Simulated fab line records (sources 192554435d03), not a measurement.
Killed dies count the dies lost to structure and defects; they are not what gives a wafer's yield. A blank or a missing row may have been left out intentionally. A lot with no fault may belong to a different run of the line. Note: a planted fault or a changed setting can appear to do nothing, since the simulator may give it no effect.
Matching of chambers :: flow n5_finfet :: N5_BEOL_M9_ETCH_66 on rie_diel-01 has 4 sister chambers
The step etches SOC in N2/H2, target depth 80 nm, overetch 16 nm, time 120 s. 14 wafers are shown with their chamber, then 7 later ones without.

## EACH WAFER AND ITS CHAMBER
wafer: L075.1
chamber: 3
throttle_valve_pct (%): 18.01
showerhead_plenum_p_Torr (Torr): 2.51
drypump_motor_current_A (A): 5.9

wafer: L075.2
chamber: 1
throttle_valve_pct (%): 17.78
showerhead_plenum_p_Torr (Torr): 2.48
drypump_motor_current_A (A): 6.1

wafer: L075.4
chamber: 2
throttle_valve_pct (%): 17.99
showerhead_plenum_p_Torr (Torr): 2.62
drypump_motor_current_A (A): 6.0

wafer: L083.4
chamber: 0
throttle_valve_pct (%): 17.34
showerhead_plenum_p_Torr (Torr): 2.56
drypump_motor_current_A (A): 6.2

wafer: L083.5
chamber: 1
throttle_valve_pct (%): 17.81
showerhead_plenum_p_Torr (Torr): 2.48
drypump_motor_current_A (A): 6.1

wafer: L083.6
chamber: 2
throttle_valve_pct (%): 18.02
showerhead_plenum_p_Torr (Torr): 2.62
drypump_motor_current_A (A): 6.0

wafer: L085.1
chamber: 1
throttle_valve_pct (%): 17.83
showerhead_plenum_p_Torr (Torr): 2.47
drypump_motor_current_A (A): 6.0

wafer: L085.2
chamber: 3
throttle_valve_pct (%): 18.04
showerhead_plenum_p_Torr (Torr): 2.51
drypump_motor_current_A (A): 5.9

wafer: L085.6
chamber: 3
throttle_valve_pct (%): 18.04
showerhead_plenum_p_Torr (Torr): 2.51
drypump_motor_current_A (A): 5.9

wafer: L089.2
chamber: 0
throttle_valve_pct (%): 17.36
showerhead_plenum_p_Torr (Torr): 2.55
drypump_motor_current_A (A): 6.2

wafer: L089.4
chamber: 3
throttle_valve_pct (%): 18.04
showerhead_plenum_p_Torr (Torr): 2.50
drypump_motor_current_A (A): 5.9

wafer: L089.6
chamber: 2
throttle_valve_pct (%): 18.04
showerhead_plenum_p_Torr (Torr): 2.61
drypump_motor_current_A (A): 6.0

wafer: L091.1
chamber: 3
throttle_valve_pct (%): 18.07
showerhead_plenum_p_Torr (Torr): 2.50
drypump_motor_current_A (A): 5.9

wafer: L091.2
chamber: 0
throttle_valve_pct (%): 17.38
showerhead_plenum_p_Torr (Torr): 2.55
drypump_motor_current_A (A): 6.2

SIGNATURES (averages over the wafers above)
reading: throttle_valve_pct
chamber 0: 17.3600
chamber 1: 17.8067
chamber 2: 18.0167
chamber 3: 18.0400
scatter within a chamber: 0.0227

reading: showerhead_plenum_p_Torr
chamber 0: 2.5533
chamber 1: 2.4767
chamber 2: 2.6167
chamber 3: 2.5060
scatter within a chamber: 0.00566

reading: drypump_motor_current_A
chamber 0: 6.200
chamber 1: 6.067
chamber 2: 6.000
chamber 3: 5.900
scatter within a chamber: 0.0258
Rule: a wafer's distance from a chamber is the root of the sum, over the readings, of the square of ((its reading less the chamber's mean) divided by the reading's scatter). If the next closest chamber is less than 2 further off than the closest, the wafer can't be placed; otherwise it belongs to the closest. The scatter: the root of (the sum of the squares of (reading less its chamber's mean) over the shown wafers, divided by (wafers less chambers)).

## WAFERS MISSING THEIR CHAMBER
wafer: L091.4
throttle_valve_pct (%): 17.84
showerhead_plenum_p_Torr (Torr): 2.47
drypump_motor_current_A (A): 6.1

wafer: L097.2
throttle_valve_pct (%): 17.39
showerhead_plenum_p_Torr (Torr): 2.55
drypump_motor_current_A (A): 6.2

wafer: L097.4
throttle_valve_pct (%): 18.07
showerhead_plenum_p_Torr (Torr): 2.50
drypump_motor_current_A (A): 5.9

wafer: L097.5
throttle_valve_pct (%): 18.06
showerhead_plenum_p_Torr (Torr): 2.61
drypump_motor_current_A (A): 6.0

wafer: L096.4
throttle_valve_pct (%): 17.86
showerhead_plenum_p_Torr (Torr): 2.47
drypump_motor_current_A (A): 6.1

wafer: L096.5
throttle_valve_pct (%): 17.40
showerhead_plenum_p_Torr (Torr): 2.55
drypump_motor_current_A (A): 6.2

wafer: L096.6
throttle_valve_pct (%): 17.85
showerhead_plenum_p_Torr (Torr): 2.47
drypump_motor_current_A (A): 6.1

## WHICH CHAMBER EACH ONE RAN IN
wafer: L091.4
from the rows above: 1
in truth: 1

wafer: L097.2
from the rows above: 0
in truth: 0

wafer: L097.4
from the rows above: 3
in truth: 3

wafer: L097.5
from the rows above: 2
in truth: 2

wafer: L096.4
from the rows above: 1
in truth: 1

wafer: L096.5
from the rows above: 0
in truth: 0

wafer: L096.6
from the rows above: 1
in truth: 1
7 of 7 placed correctly. Can't be placed from these rows: 0. Number placed wrongly: 0.
